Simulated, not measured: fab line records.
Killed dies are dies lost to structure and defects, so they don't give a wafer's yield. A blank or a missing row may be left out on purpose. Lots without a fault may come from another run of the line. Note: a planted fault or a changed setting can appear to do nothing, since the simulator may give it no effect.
Comparing a struck lot with a sound one ; flow n5Finfet ; 17 out of 1938 route steps
Sound: these wafers, L335.2, L335.3, L335.5. Wafers L345.1, L345.3, L345.5 were the ones struck. Last of all comes the cause.
Order at every step that has rows: each side's tool, ch and its chambers, its first start. Under that, the readings that differ: sound wafers ; struck wafers ; difference of the means ; sigmas: that difference in standard deviations of wafers without a fault.
alike: words and numbers the same on both sides, and readings whose means are apart by under 2 such deviations; not compared: readings that were withheld, readings missing a value for some wafer, numbers with overlapping values and no deviation given by the record, and bounds like >300 which may hide the same value.
Wherever a step has rows on one side only, a row that says differs or no value, or a row with sigmas, the two part there. Numbers that don't overlap but have no deviation are shown without sigmas and don't part them. A reading that every wafer of one side lacks parts them only if that side has two wafers or more.

first, 9 steps without rows for these wafers: N5_FIN_CUT_PEB_06 (peb time 60 s); N5_FIN_CUT_DEVELOP_07 (develop time 30 s); N5_FIN_CUT_DESCUM_13 (chemistry O2, time 7 s); N5_FIN_CUT_ETCH_30 (etches underlayer in N2/H2, target depth 13 nm, time 10.4 s); N5_FIN_CUT_ETCH_20 (etches SiARC in CF4, target depth 26 nm, time 43.3 s); N5_FIN_CUT_ETCH_21 (etches SOC in N2/H2, target depth 219 nm, overetch 43.8 nm, time 523.5 s); N5_FIN_CUT_STRIP_23 (strips in N2/H2); N5_FIN_CUT_STRIP_31 (strips in N2/H2); N5_FIN_CUT_STRIP_24 (strips in CF4).
N5_FIN_CUT_CUT_ETCH_26: etches SiNx in CH3F/O2, target depth 39 nm, time 55.7 s.
  sound on rieDiel-06 ch 0,2,3, day 2 23:10; struck on rieDiel-06 ch 0,2,3, day 5 11:51
reading;sound;struck;difference;sigmas
oes_f_703_au (a.u.);0.85 0.72 0.81;0.58 0.56 0.49;-0.25;-3
rfFwdPowerW (W);390.0 391.3 390.7;292.9 297.1 294.3;-95.9;-60
rfVppV (V);297 293 299;337 340 334;+41;+12
model.etch.depthNm (nm);39.32 38.54 38.92;35.69 35.24 34.9;-3.65;
model.SOC_of_FIN_CUT_COAT_18.thkNm (nm);211 210.6 211;213 214 214;+3;
  alike: O2_flow_sccm, drypumpMotorCurrentA, mfcArSccm, oesProductAu, showerheadPlenumPTorr, throttleValvePct
  not compared: rfHoursCounterH
then, 3 steps without rows for these wafers: N5_FIN_CUT_CUT_ETCH_27 (etches SiO2 in CHF3/O2, target depth 4 nm, overetch 2 nm, time 4.9 s); N5_FIN_CUT_PRECLEAN_35 (cleans in vHF, time 13.3 s); N5_FIN_CUT_CUT_ETCH_15 (etches Si in HBr/Cl2/O2, target depth 100 nm, bt time 10 s, time 42.4 s).
N5_FIN_CUT_CUT_ETCH_28: etches Si in HBr/Cl2/O2, target depth 6 nm, time 2.4 s.
  sound on rieSi-06 ch 0,3, day 2 23:25; struck on rieSi-06 ch 0,2,3, day 5 12:06
reading;sound;struck;difference;sigmas
model.SOC_of_FIN_CUT_COAT_18.thkNm (nm);168.8 167.4 168.8;169.4 171.2 170.8;+2.1;
  alike: O2_flow_sccm, drypumpMotorCurrentA, oesProductAu, throttleValvePct
  not compared: rfFwdPowerW, rfHoursCounterH
then, 1 step without rows for these wafers: N5_FIN_CUT_STRIP_22 (strips in N2/H2).
-- here the record skips 10 days between the struck wafers' starts before and after, leaving off in module FIN_CUT and picking up in module BEOL_M4 (first step shown: number 1111 of the route) --
N5_BEOL_M4_RC_MEAS_101:
  sound on prober-01 ch 0, day 10 03:59; struck on prober-01 ch 0, day 15 10:29
reading;sound;struck;difference;sigmas
SS_N (mV/dec);71.6 71.4 71.3;72.4 72.8 73.1;+1.3;+2
  alike: DIBL_N, DIBL_P, IOFF_N, IOFF_P, ION_N, ION_P, SS_P, VT_N, VT_P
following that, these wafers have no rows for 1 step: N5_PASSIVATION_PROBE_49.

== WHERE THEY PART ==
At N5_FIN_CUT_CUT_ETCH_26 first; at N5_BEOL_M4_RC_MEAS_101 last (within this record only).

WHY: the cause the simulator had injected
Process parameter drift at N5_FIN_CUT_CUT_ETCH_26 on rieDiel-06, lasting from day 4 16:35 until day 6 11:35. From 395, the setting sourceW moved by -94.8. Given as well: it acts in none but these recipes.
